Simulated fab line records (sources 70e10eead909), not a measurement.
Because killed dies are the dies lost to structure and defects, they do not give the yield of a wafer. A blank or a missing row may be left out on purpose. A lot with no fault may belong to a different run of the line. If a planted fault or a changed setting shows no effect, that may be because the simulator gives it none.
What tool caused it? ; flow nand harc ; 6 lots with 18 wafers sampled at 2 steps, on a route of 1302 steps

== WHAT THE GAUGES READ, wafer by wafer ==
NHARC_THIN_TSV_THK_MEAS_02: measures by ir.
lot;measured;on;thk nm (nm)
L823;day 23 23:54;film metro-02;2579 3093 2963
L826;day 25 09:47;film metro-01;2990 3067 3102
L828;day 27 02:06;film metro-02;3191 2929 2869
L833;day 28 17:47;film metro-02;2998 2819 3104
L834;day 28 23:43;film metro-01;3297 3133 3066
L842;day 32 12:24;film metro-02;3168 3029 2833

== WHAT TOOL EACH LOT RAN ON (gives the tool, then ch and the chambers of the sampled wafers, and finally the start) ==
lot;NHARC_A_STAIRCASE_HM_DEP_459
L823;acl dep-01 ch 0, day 17 05:45
L826;acl dep-02 ch 0, day 18 08:02
L828;acl dep-01 ch 0, day 19 18:29
L833;acl dep-01 ch 0, day 21 14:02
L834;acl dep-02 ch 0, day 22 11:52
L842;acl dep-01 ch 0, day 25 07:38
- NHARC_A_STAIRCASE_HM_DEP_459: deposits aC, target thk 1500 nm.

== THE ANSWER, worked out from the rows above alone ==
Rule: usual is defined by the lots themselves. Put in order of their means at a reading, lots are off if they are a third of the lots or fewer, leave a main group of 4 or more, and stand apart from it by a gap of 3 or more times the standard deviation of the main group's means; of several such gaps the widest counts. If all means in a main group match to the digits the tables above print for the reading, that group is not used. Also off: a lot with no number at a reading for which 4 or more lots have one. The other lots that the step has rows for count as sound.
None of the lots is off at any reading shown; this tells nothing.

== WHAT HAD BEEN PUT IN BY THE SIMULATOR ==
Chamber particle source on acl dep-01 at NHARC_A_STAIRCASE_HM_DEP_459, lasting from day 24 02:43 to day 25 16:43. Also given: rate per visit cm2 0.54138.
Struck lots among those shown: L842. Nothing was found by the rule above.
